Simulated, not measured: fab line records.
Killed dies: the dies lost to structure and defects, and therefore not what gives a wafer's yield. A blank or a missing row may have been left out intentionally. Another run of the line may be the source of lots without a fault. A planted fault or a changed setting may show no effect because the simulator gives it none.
fab line records	flow n5Finfet
[record] lots = 6	wafers = 18	lastDay = 20
route steps=1938 shown WELL_APT@20 PASSIVATION@1936
lots untouched by any fault: they come from a run of this same line in which no faults occurred
startH: start of the lot's first displayed wafer, in hours after the record's first day	waitH: hours elapsed since this lot's preceding step	" as in the row above	L1.1+2: one row covering several wafers at once	- no value, or no start was given	* or withheld: withheld	< > ~ a bound
route shown NAME@n: a module of which the file shows steps, and the number in the route of the first	usual: mean and standard deviation over wafers with no fault	same: alike in all rows	chamber/n: place in a boat	sites: each site's reading	_std_site: how widely they spread, as a standard deviation	_edge_site: inner sites' mean taken away from outer sites' mean	radiusMm: for every site, how far away it sits from the centre of the wafer	mask NAME#n: copy n	behind: the most recent tool/chamber to have shaped the wafer	hold: why the lot went on hold/how many hours it stayed there/how the hold came to an end	device: transistor that didn't switch, given as n, p or np	end of line: at the end of the route, the tests of the same wafers	for a step that has no rows: nothing shown but its recipe	killed: the dies lost at the first sort to structure and to defects; this is not the yield of the wafer	map: shows each die of a wafer: x if killed, . if not, _ if none is there
set.NAME: the setting the step ran with; set.NAME@STEP: the setting that earlier step ran with	model.NAME: the simulator's own value behind a step, which no gauge read
a table for each step, a row for each wafer; lots at some steps of the route
services: from which hour (startH, from the record's first day; less than 0 if before it) a tool's chamber was out of use, for how many hours, and why
[[steps]]
[step N5_WELL_APT_HMDS_01]
[recipe] timeS = 60	tempC = 120
[step N5_WELL_APT_COAT_02]
[recipe] spinRpm = 1357	resistThkNm = 950
[step N5_WELL_APT_EBR_04]
[recipe] solvent = PGMEA	ebrWidthMm = 1.5
[step N5_WELL_APT_SOFTBAKE_03]
[recipe] tempC = 130	timeS = 60
[step N5_WELL_APT_EXPOSE_05]
[recipe] maskId = NWELL	na = 0.8	sourceShape = conventional	sigmaOuter = 0.8	polarization = unpolarized	defocusNm = 0	targetCdNm = 200	doseMj = 20.3
[step N5_WELL_APT_PEB_06]
[recipe] pebTempC = 130	pebTimeS = 90
[step N5_WELL_APT_DEVELOP_07]
[recipe] developTimeS = 45	rinseLiquid = surfactantRinse	dry = airSpin	devTempC = 21
[step N5_WELL_APT_HARDBAKE_12]
[recipe] tempC = 130	timeS = 120
[step N5_WELL_APT_CD_MEAS_08]
[recipe] targetCdNm = 200	landingEnergyEv = 500	detector = seInlens
[usual] cdNm = 199.3/1.7
lot.wafer	tool	chamber	startH	waitH	cdNm
L836.2	cdSem-03	0	31.71	-	198.9
L836.3	"	0	"	"	196.2
L836.6	"	0	"	"	196.1
L846.3	cdSem-01	0	91.84	-	200.0
L846.5	"	0	"	"	198.1
L846.6	"	0	"	"	197.5
L847.3	cdSem-02	0	97.56	-	200.5
L847.4	"	0	"	"	199.7
L847.5	"	0	"	"	197.7
L853.1	cdSem-02	0	133.68	-	199.3
L853.2	"	0	"	"	201.7
L853.3	"	0	"	"	203.3
L855.1	cdSem-01	0	145.75	-	197.0
L855.5	"	0	"	"	200.2
L855.6	"	0	"	"	197.7
L856.2	cdSem-01	0	151.56	-	198.6
L856.3	"	0	"	"	197.5
L856.5	"	0	"	"	199.8
[step N5_WELL_APT_OVL_MEAS_09]
[recipe] pointsPerWafer = 44
[usual] NWELL_OVL = 4/4.8
lot.wafer	tool	chamber	startH	waitH	NWELL_OVL[nm]
L836.2	overlay-02	0	31.73	0.0	2
L836.3	"	0	"	"	3
L836.6	"	0	"	"	2
L846.3	overlay-02	0	91.87	0.0	8
L846.5	"	0	"	"	9
L846.6	"	0	"	"	-1
L847.3	overlay-01	0	97.59	0.0	0
L847.4	"	0	"	"	5
L847.5	"	0	"	"	-1
L853.1	overlay-02	0	133.72	0.0	1
L853.2	"	0	"	"	-6
L853.3	"	0	"	"	3
L855.1	overlay-01	0	145.78	0.0	0
L855.5	"	0	"	"	6
L855.6	"	0	"	"	3
L856.2	overlay-02	0	151.59	0.0	11
L856.3	"	0	"	"	1
L856.5	"	0	"	"	6
[step N5_WELL_APT_INSPECT_10]
[recipe] mode = adi	inspectInstrument = macro
[usual] rawDefectCount = 2.2/1.5
lot.wafer	tool	chamber	startH	waitH	rawDefectCount
L836.2	defectInspect-01	-	31.76	0.0	4
L836.3	"	-	"	"	1
L836.6	"	-	"	"	2
L846.3	defectInspect-01	-	91.90	0.0	4
L846.5	"	-	"	"	2
L846.6	"	-	"	"	1
L847.3	defectInspect-02	-	97.61	0.0	2
L847.4	"	-	"	"	2
L847.5	"	-	"	"	1
L853.1	defectInspect-01	-	133.74	0.0	4
L853.2	"	-	"	"	3
L853.3	"	-	"	"	1
L855.1	defectInspect-02	-	145.81	0.0	3
L855.5	"	-	"	"	2
L855.6	"	-	"	"	4
L856.2	defectInspect-02	-	151.62	0.0	3
L856.3	"	-	"	"	2
L856.5	"	-	"	"	3
[step N5_WELL_APT_DESCUM_13]
[recipe] chemistry = O2	timeS = 7.9	sourcePowerW = 50	biasPowerW = 20	pressureMtorr = 20	rfFrequencyHz = 2.712e+07	tempC = 40	o2FlowSccm = 225
[usual] drypumpMotorCurrentA = 5.6/0.41	oesProductAu = 0.78/0.064	rfVppV = 243.0/1.5	showerheadPlenumPTorr = 2.09/0.073	throttleValvePct = 20.43/0.23
lot.wafer	tool	chamber	startH	waitH	drypumpMotorCurrentA	oesProductAu	rfHoursCounterH	rfVppV	showerheadPlenumPTorr	throttleValvePct
L836.2	rieDiel-01	2	31.79	0.0	5.1	0.75	154	242.6	2.09	20.48
L836.3	"	0	"	"	6.3	0.72	183	244.4	2.19	20.67
L836.6	"	3	"	"	5.0	0.82	-	242.4	2.04	20.58
L846.3	rieDiel-04	1	91.93	0.0	6.1	0.74	150	242.8	2.01	20.58
L846.5	"	0	"	"	5.8	0.81	-	243.8	2.14	20.15
L846.6	"	3	"	"	5.5	0.80	-	242.3	2.04	20.55
L847.3	rieDiel-01	1	97.86	0.2	5.8	0.84	82	245.6	2.20	20.11
L847.4	"	3	"	"	5.0	0.80	109	241.9	2.04	20.60
L847.5	"	3	"	"	5.0	0.80	-	241.1	2.04	20.61
L853.1	rieDiel-05	0	133.77	0.0	5.1	0.76	170	241.8	1.97	20.05
L853.2	"	1	"	"	6.2	0.79	118	242.2	2.11	20.81
L853.3	"	3	"	"	5.4	0.69	214	242.1	2.00	20.44
L855.1	rieDiel-05	0	145.84	0.0	5.1	0.75	174	241.8	1.97	20.07
L855.5	"	3	"	"	5.5	0.68	-	241.3	1.99	20.45
L855.6	"	2	"	"	5.3	0.71	-	246.2	2.14	20.32
L856.2	rieDiel-04	0	152.07	0.5	5.8	0.81	124	242.9	2.13	20.20
L856.3	"	3	"	"	5.5	0.77	140	242.8	2.04	20.61
L856.5	"	3	"	"	5.5	0.77	-	242.3	2.04	20.60
[step N5_WELL_APT_IMPLANT_14]
[recipe] species = P	energyKev = 160	doseCm2 = 1.5e+13	tiltDeg = 0	rotationDeg = 0
[usual] doseIonsCm2 = 1.5e+13/1.8e+10	endStationPressureTorr = 5.15e-06/2.5e-07	faradayCurrentUA = 190/3.9	rotationDeg = -0.001/0.021
lot.wafer	tool	chamber	startH	waitH	doseIonsCm2	endStationPressureTorr	faradayCurrentUA	rotationDeg
L836.2	implanter-02	0	31.92	0.1	1.5018e+13	5.32e-06	190	-0.019
L836.3	"	0	"	"	1.5001e+13	5.29e-06	195	0.007
L836.6	"	0	"	"	1.5046e+13	5.06e-06	190	-0.015
L846.3	implanter-02	0	92.09	0.1	1.4131e+13	4.94e-06	177	-0.014
L846.5	"	0	"	"	1.4133e+13	5.4e-06	181	0.038
L846.6	"	0	"	"	1.4101e+13	4.83e-06	180	-0.008
L847.3	implanter-02	0	98.02	0.1	1.4141e+13	5.34e-06	179	0.000
L847.4	"	0	"	"	1.413e+13	5.14e-06	175	0.016
L847.5	"	0	"	"	1.4144e+13	5.1e-06	182	-0.023
L853.1	implanter-01	0	133.87	0.1	1.4976e+13	5.16e-06	187	0.017
L853.2	"	0	"	"	1.4996e+13	5.24e-06	190	0.020
L853.3	"	0	"	"	1.4983e+13	4.77e-06	190	-0.002
L855.1	implanter-01	0	145.94	0.1	1.5026e+13	5.16e-06	197	-0.050
L855.5	"	0	"	"	1.5015e+13	5.4e-06	190	-0.044
L855.6	"	0	"	"	1.5e+13	5.32e-06	185	-0.003
L856.2	implanter-01	0	152.20	0.1	1.4994e+13	5.13e-06	192	0.006
L856.3	"	0	"	"	1.5027e+13	5.38e-06	188	-0.004
L856.5	"	0	"	"	1.5018e+13	4.63e-06	193	-0.005
[step N5_WELL_APT_IMPLANT_15]
[recipe] species = As	energyKev = 25	doseCm2 = 1.5e+13	tiltDeg = 0	rotationDeg = 0
[step N5_PASSIVATION_PROBE_49]
[usual] killed_at_M0_to_M3 = 36/10	killed_at_M4_up = 14/5.2	killedAtContacts = 12/6	killedAtFrontEnd = 37/10	killedAtOther = 4/3.3	killedDies = 104/18	killedOpen = 68/14	killedShort = 34/7.4
[same] grossDies = 1180	killedAtBackSide = 0
lot.wafer	tool	chamber	startH	waitH	killed_at_M0_to_M3	killed_at_M4_up	killedAtContacts	killedAtFrontEnd	killedAtOther	killedDies	killedOpen	killedShort
L836.2	prober-01	-	337.25	0.1	37	11	9	34	1	92	55	37
L836.3	prober-01	-	337.30	0.1	30	12	2	41	2	87	62	25
L836.6	prober-01	-	337.45	0.3	29	15	5	31	8	88	55	27
L847.3	prober-01	-	400.61	0.1	38	11	9	40	1	99	66	32
L847.4	prober-01	-	400.66	0.2	34	24	16	47	4	125	79	46
L847.5	prober-01	-	400.71	0.2	33	15	16	46	0	110	72	36
L846.3	prober-01	-	401.30	0.1	30	15	14	48	5	112	76	35
L846.5	prober-01	-	401.40	0.2	30	15	15	41	9	110	71	35
L846.6	prober-01	-	401.45	0.3	36	13	17	25	6	97	67	29
L853.1	prober-02	-	460.04	0.0	54	10	8	20	0	92	60	32
L853.2	prober-02	-	460.09	0.1	34	12	10	43	1	100	60	40
L853.3	prober-02	-	460.14	0.1	51	13	13	29	1	107	68	39
L856.2	prober-01	-	478.25	0.1	48	16	3	23	2	92	57	34
L856.3	prober-01	-	478.30	0.1	42	9	6	29	12	98	60	37
L856.5	prober-01	-	478.40	0.2	18	15	7	46	3	89	58	30
L855.1	prober-01	-	481.79	0.0	13	10	4	29	2	58	41	17
L855.5	prober-01	-	481.99	0.2	16	15	10	31	3	75	51	24
L855.6	prober-01	-	482.04	0.3	27	15	6	32	3	83	55	28
// killed by level:class
L836.2 FIN_SAQP:geometricParticle:short=12 BEOL_M1:geometricParticle:open=11 MOL_CONTACT_COAG:geometricParticle:open=7 STI_FIN_REVEAL:geometricParticle:open=6 BEOL_M2:geometricParticle:open=6 BEOL_M4:geometricParticle:open=6 BEOL_M0_SAQP:geometricParticle:short=5 FIN_SAQP:geometricParticle:open=4
L836.3 STI_FIN_REVEAL:geometricParticle:open=12 BEOL_M2:geometricParticle:open=11 FIN_SAQP:geometricParticle:short=9 FIN_SAQP:geometricParticle:open=5 GATE_CUT:geometricParticle:short=5 BEOL_M1:geometricParticle:open=5 BEOL_M2:geometricParticle:short=4 BEOL_M0:geometricParticle:open=3
L836.6 BEOL_M1:geometricParticle:open=10 STI_FIN_REVEAL:geometricParticle:open=8 FIN_SAQP:geometricParticle:open=7 MOL_CONTACT_COAG:geometricParticle:open=5 BEOL_M1:geometricParticle:short=5 PASSIVATION:areaEtch=5 BEOL_M2:geometricParticle:open=4 BEOL_M4:geometricParticle:open=4
L847.3 STI_FIN_REVEAL:geometricParticle:open=15 BEOL_M0_SAQP:geometricParticle:open=14 MOL_CONTACT_COAG:geometricParticle:open=9 BEOL_M0_SAQP:geometricParticle:short=9 BEOL_M2:geometricParticle:open=6 ILD0:geometricParticle:short=5 FIN_SAQP:geometricParticle:short=4 BEOL_M1:geometricParticle:open=4
L847.4 FIN_SAQP:geometricParticle:open=16 BEOL_M0_SAQP:geometricParticle:short=12 MOL_CONTACT_COAG:geometricParticle:open=12 BEOL_M0_SAQP:geometricParticle:open=11 BEOL_M4:geometricParticle:open=11 FIN_SAQP:geometricParticle:short=7 STI_FIN_REVEAL:geometricParticle:open=6 BEOL_M1:geometricParticle:open=4
L847.5 MOL_CONTACT_COAG:geometricParticle:open=13 BEOL_M0_SAQP:geometricParticle:open=10 STI_FIN_REVEAL:geometricParticle:open=9 GATE_CUT:geometricParticle:short=8 BEOL_M0_SAQP:geometricParticle:short=7 FIN_SAQP:geometricParticle:open=6 BEOL_M1:geometricParticle:open=6 GATE_CUT:geometricParticle:open=5
L846.3 BEOL_M0_SAQP:geometricParticle:open=15 MOL_CONTACT_COAG:geometricParticle:open=12 FIN_SAQP:geometricParticle:open=11 FIN_SAQP:geometricParticle:short=11 BEOL_M4:geometricParticle:open=8 STI_FIN_REVEAL:geometricParticle:open=8 BEOL_M0_SAQP:geometricParticle:short=8 GATE_CUT:geometricParticle:short=4
L846.5 MOL_CONTACT_COAG:geometricParticle:open=12 STI_FIN_REVEAL:geometricParticle:open=10 BEOL_M0_SAQP:geometricParticle:short=9 FIN_SAQP:geometricParticle:open=8 BEOL_M0_SAQP:geometricParticle:open=8 FIN_SAQP:geometricParticle:short=5 STI_FIN_REVEAL:geometricParticle:short=5 BEOL_M3:geometricParticle:open=5
L846.6 MOL_CONTACT_COAG:geometricParticle:open=16 BEOL_M0_SAQP:geometricParticle:short=12 BEOL_M0_SAQP:geometricParticle:open=12 BEOL_M4:geometricParticle:open=9 BEOL_M3:geometricParticle:open=8 GATE_CUT:geometricParticle:short=4 STI_FIN_REVEAL:geometricParticle:open=3 STARTING-WAFER:geometricParticle:short=3
L853.1 BEOL_M1:geometricParticle:open=12 BEOL_M3:geometricParticle:open=9 BEOL_M0_SAQP:geometricParticle:short=8 BEOL_M0_SAQP:geometricParticle:open=8 MOL_CONTACT_COAG:geometricParticle:open=7 BEOL_M3:geometricParticle:short=6 FIN_SAQP:geometricParticle:open=5 BEOL_M4:geometricParticle:short=5
L853.2 BEOL_M2:geometricParticle:open=10 GATE_CUT:geometricParticle:short=9 GATE_CUT:geometricParticle:open=9 MOL_CONTACT_COAG:geometricParticle:open=9 FIN_SAQP:geometricParticle:short=8 FIN_SAQP:geometricParticle:open=5 STARTING-WAFER:geometricParticle:short=5 BEOL_M0_SAQP:geometricParticle:short=5
L853.3 MOL_CONTACT_COAG:geometricParticle:open=12 BEOL_M2:geometricParticle:open=11 BEOL_M0_SAQP:geometricParticle:short=9 BEOL_M1:geometricParticle:open=9 BEOL_M0_SAQP:geometricParticle:open=8 GATE_CUT:geometricParticle:short=7 FIN_SAQP:geometricParticle:short=6 BEOL_M3:geometricParticle:open=6
L856.2 BEOL_M2:geometricParticle:open=13 BEOL_M3:geometricParticle:open=8 BEOL_M2:geometricParticle:short=7 STI_FIN_REVEAL:geometricParticle:open=6 BEOL_M0_SAQP:geometricParticle:short=6 BEOL_M4:geometricParticle:open=6 STI_FIN_REVEAL:geometricParticle:short=5 BEOL_M0_SAQP:geometricParticle:open=5
L856.3 BEOL_M0_SAQP:geometricParticle:open=10 GATE_CUT:geometricParticle:short=7 BEOL_M1:geometricParticle:open=7 MOL_CONTACT_COAG:geometricParticle:open=6 BEOL_M0_SAQP:geometricParticle:short=6 FIN_SAQP:geometricParticle:short=5 BEOL_M2:geometricParticle:open=5 MIM_TOP_ETCH:geometricParticle:open=5
L856.5 STI_FIN_REVEAL:geometricParticle:open=12 GATE_CUT:geometricParticle:open=7 BEOL_M4:geometricParticle:open=7 MOL_CONTACT_COAG:geometricParticle:open=6 BEOL_M2:geometricParticle:open=6 STI_FIN_REVEAL:geometricParticle:short=5 STARTING-WAFER:geometricParticle:short=4 FIN_SAQP:geometricParticle:short=3
L855.1 DUMMY_GATE:geometricParticle:open=9 BEOL_M3:geometricParticle:open=6 FIN_SAQP:geometricParticle:open=5 FIN_SAQP:geometricParticle:short=5 BEOL_M4:geometricParticle:open=4 MOL_CONTACT_COAG:geometricParticle:open=3 STARTING-WAFER:geometricParticle:open=3 DUMMY_GATE:geometricParticle:short=2
L855.5 MOL_CONTACT_COAG:geometricParticle:open=8 STI_FIN_REVEAL:geometricParticle:open=5 BEOL_M3:geometricParticle:open=5 FIN_SAQP:geometricParticle:short=4 DUMMY_GATE:geometricParticle:open=4 BEOL_M0_SAQP:geometricParticle:open=4 BEOL_M7:geometricParticle:open=4 STARTING-WAFER:geometricParticle:short=4
L855.6 BEOL_M2:geometricParticle:open=8 MOL_CONTACT_COAG:geometricParticle:open=6 FIN_SAQP:geometricParticle:short=5 STI_FIN_REVEAL:geometricParticle:open=5 DUMMY_GATE:geometricParticle:open=5 BEOL_M0_SAQP:geometricParticle:short=5 STARTING-WAFER:geometricParticle:short=4 BEOL_M3:geometricParticle:open=4
[[services]]
tool	chamber	startH	hours	kind
implanter-01	-	24.84	3.1	repair
implanter-01	-	30.98	4.1	repair
rieDiel-04	2	60.97	-	clean
rieDiel-04	2	60.97	-	consumableReplace:focusRing
rieDiel-04	2	60.97	17.9	scheduledDown
rieDiel-04	2	60.97	17.9	ventCycle
implanter-02	-	60.98	2.0	repair
implanter-02	-	63.10	2.8	repair
implanter-01	-	79.25	3.4	pm
implanter-01	-	83.25	1.6	repair
implanter-02	-	119.03	5.2	pm
implanter-02	-	144.35	3.0	repair
[[key]]
[firstSign] step = N5_WELL_APT_IMPLANT_14	reading = doseIonsCm2	direction = down	sigmas = 48	usual = 1.5e+13	struck = 1.413e+13
[effect] step = N5_WELL_APT_IMPLANT_14	reading = faradayCurrentUA	direction = down	sigmas = 2.9	usual = 190	struck = 179
metAt N5_WELL_APT_IMPLANT_14
struckWafers L846.3,L846.5,L846.6,L847.3,L847.4,L847.5
testerLeftOut L846,L847
onsetBetween 31.92 92.09
[fault] kind = processParameterDrift	tool = implanter-02	chamber = -	onsetH = 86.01	steps = N5_WELL_APT_IMPLANT_14	channel = doseCm2	offset = -8.6084e+11	shape = step	endH = 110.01	actsIn = theseRecipesOnly	stated = 1.5e+13
// testerLeftOut: of these lots the tester's yield and bins aren't shown, on N5 and GAA mostly nor the transistor test; their killed dies are dies lost to structure and defects alone, not to doping, threshold or leakage, so they don't give the yield
